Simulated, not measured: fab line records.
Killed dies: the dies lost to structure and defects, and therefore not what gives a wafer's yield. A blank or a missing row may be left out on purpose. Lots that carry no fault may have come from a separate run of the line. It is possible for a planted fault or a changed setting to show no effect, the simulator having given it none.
2 desks, one fault | flow n5-finfet | each desk holds nothing but its own numbers, with what lay behind them at the end

## AT THE METROLOGY DESK
Means of the sampled wafers that have a number, per lot and without regard to the tool the lot ran on: this is what the gauges read. A lot is out of limits, marked OUT, if its mean lies more than 4 standard deviations from the usual mean; the brackets give that distance. It has 12 readings; the 7 that lie furthest out on some lot are the ones shown.
Columns: A = M3_THK at N5_BEOL_M3_THK_MEAS_53, usual 38.8 nm; B = M3_RS at N5_BEOL_M3_RS_MEAS_58, usual 0.70 ohm/sq; C = DIBL_N at N5_BEOL_M4_RC_MEAS_101, usual 36.0 mV/V; D = DIBL_P at N5_BEOL_M4_RC_MEAS_101, usual 36.1 mV/V; E = IOFF_N at N5_BEOL_M4_RC_MEAS_101, usual 0.160 nA/um; F = IOFF_P at N5_BEOL_M4_RC_MEAS_101, usual 0.21 nA/um; G = VT_P at N5_BEOL_M4_RC_MEAS_101, usual -249 mV
lot  | first seen here | A    | B    | C    | D    | E     | F    | G
L450 | day 7 11:08     | 38.6 | 0.71 | 34.9 | 33.0 | 0.118 | 0.16 | -254
L453 | day 8 04:00     | 38.8 | 0.69 | 34.8 | 34.7 | 0.127 | 0.16 | -256
L460 | day 10 06:13    | 39.2 | 0.68 | 36.7 | 38.1 | 0.172 | 0.27 | -243
L461 | day 10 08:33    | 37.7 | 0.72 | 36.4 | 37.2 | 0.172 | 0.25 | -245
L465 | day 11 05:29    | 40.2 | 0.66 | 36.8 | 36.1 | 0.161 | 0.18 | -253
L466 | day 11 15:14    | 40.9 | 0.66 | 35.5 | 36.5 | 0.163 | 0.23 | -248
L471 | day 12 21:37    | 42.5 | 0.62 | 32.3 | 33.5 | 0.117 | 0.19 | -251
Finding of this desk: none of the 7 lots has anything out of limits.

## AT THE TOOL OWNER'S DESK: pecvd-04
The tool's own readings at N5_BEOL_M3_DEP_57 (deposits SiCN from 3MS/NH3, target thk 8 nm, time 14 s): means of the sampled wafers that have a number, for each lot that ran on this tool. A lot is out of limits, marked OUT, if its mean lies more than 4 standard deviations from the usual mean; the brackets give that distance.
Columns: A = rf-fwd-power-W at N5_BEOL_M3_DEP_57, usual 199.2 W; B = showerhead-plenum-p-Torr at N5_BEOL_M3_DEP_57, usual 3.662 Torr; C = throttle-valve-pct at N5_BEOL_M3_DEP_57, usual 9.0 %
lot  | first seen here | A     | B     | C
L453 | day 8 04:22     | 199.0 | 3.667 | 9.0
L460 | day 10 06:29    | 198.2 | 3.663 | 9.1
L461 | day 10 08:46    | 198.2 | 3.653 | 9.0
L465 | day 11 05:41    | 199.4 | 3.647 | 9.1
L466 | day 11 15:26    | 198.7 | 3.662 | 9.2
L471 | day 12 21:53    | 199.1 | 3.647 | 8.8
Finding of this desk: none of the 6 lots has anything out of limits.

## PUT TOGETHER
Nothing out of limits was seen by the metrology desk.
Nothing out of limits was seen by the tool owner's desk.

## WHAT THE SIMULATOR PUT IN
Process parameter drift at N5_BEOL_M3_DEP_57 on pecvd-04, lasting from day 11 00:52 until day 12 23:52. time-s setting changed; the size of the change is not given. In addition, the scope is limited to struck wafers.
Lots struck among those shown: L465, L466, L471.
